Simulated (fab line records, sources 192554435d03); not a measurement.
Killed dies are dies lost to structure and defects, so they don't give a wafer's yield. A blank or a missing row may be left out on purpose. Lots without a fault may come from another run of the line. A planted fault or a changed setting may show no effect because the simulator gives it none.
One fault seen from 3 desks | flow n5_finfet | each desk has only its own numbers; what lay behind them comes last

THE METROLOGY DESK
What the gauges read, lot by lot, whatever tool the lot ran on: means of the sampled wafers that have a number. A lot is out of limits, marked OUT, if its mean lies more than 4 standard deviations from the usual mean; the brackets give that distance. Of its 12 readings 7 are shown: those that lie furthest out on some lot.
Columns: A = IOFF_P at N5_BEOL_M4_RC_MEAS_101, usual 0.21 nA/um; B = ION_P at N5_BEOL_M4_RC_MEAS_101, usual 463 uA/um; C = SS_N at N5_BEOL_M4_RC_MEAS_101, usual 71.6 mV/dec; D = SS_P at N5_BEOL_M4_RC_MEAS_101, usual 73.3 mV/dec; E = VT_N at N5_BEOL_M4_RC_MEAS_101, usual 249 mV; F = VT_P at N5_BEOL_M4_RC_MEAS_101, usual -251 mV; G = M5_ILD_THK at N5_BEOL_M5_THK_MEAS_01, usual 120.2 nm
lot  | first seen here | A    | B   | C    | D    | E   | F    | G
L201 | day 8 06:19     | 0.17 | 460 | 70.9 | 72.5 | 249 | -251 | 118.6
L202 | day 8 08:39     | 0.20 | 465 | 71.2 | 73.1 | 253 | -249 | 120.1
L214 | day 11 06:10    | 0.18 | 457 | 71.3 | 73.0 | 251 | -253 | 122.1
L217 | day 12 12:04    | 0.19 | 459 | 71.0 | 73.3 | 249 | -254 | 119.2
L216 | day 12 12:46    | 0.20 | 464 | 71.3 | 73.1 | 252 | -253 | 121.9
L220 | day 13 02:28    | 0.15 | 453 | 71.8 | 72.8 | 251 | -260 | 118.7
This desk's finding: nothing out of limits on any of the 6 lots.

THE TOOL OWNER'S DESK: litho_track-01
The tool's own readings at N5_BEOL_M5_COAT_59 (time 60 s, resist thk 60 nm): means of the sampled wafers that have a number, for each lot that ran on this tool. A lot is out of limits, marked OUT, if its mean lies more than 4 standard deviations from the usual mean; the brackets give that distance.
Columns: A = heater_power_total_W at N5_BEOL_M5_COAT_59, usual 500.5 W; B = plate_temp_C at N5_BEOL_M5_COAT_59, usual 249.99 C
lot  | first seen here | A                | B
L202 | day 8 11:22     | 499.3            | 249.79
L214 | day 11 08:52    | 519.2 (+11) OUT  | 256.92 (+39) OUT
L216 | day 12 15:10    | 515.7 (+9.0) OUT | 256.55 (+36) OUT
This desk's finding: out of limits on L214, L216; first on L214, day 11 08:52 (heater_power_total_W at N5_BEOL_M5_COAT_59). In limits: L202.

THE DEFECT DESK
What the inspections along the route counted, lot by lot: means of the sampled wafers that have a number. A lot is out of limits, marked OUT, if its mean lies more than 4 standard deviations from the usual mean; the brackets give that distance.
Columns: A = raw_defect_count at N5_BEOL_M4_INSPECT_59, usual 73
lot  | first seen here | A
L201 | day 8 06:21     | 66
L202 | day 8 08:41     | 71
L214 | day 11 06:11    | 90
L217 | day 12 12:05    | 51
L216 | day 12 12:48    | 75
L220 | day 13 02:29    | 88
This desk's finding: nothing out of limits on any of the 6 lots.

PUT TOGETHER
The tool owner's desk could have raised an alarm at day 11 08:52, on L214, L216.
The metrology desk saw nothing out of limits.
The defect desk saw nothing out of limits.
The metrology desk has L214, L216 on record, within its limits.
The defect desk has L214, L216 on record, within its limits.
Of the lots named, all ran N5_BEOL_M5_COAT_59 on litho_track-01.

WHAT THE SIMULATOR HAD PUT IN
Process parameter drift: litho_track-01, from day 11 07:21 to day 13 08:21, at N5_BEOL_M5_COAT_59. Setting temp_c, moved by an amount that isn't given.
Lots struck among those shown: L214, L216.
Hours from the fault's start to each desk's first reading out of limits: the tool owner's desk, 2.
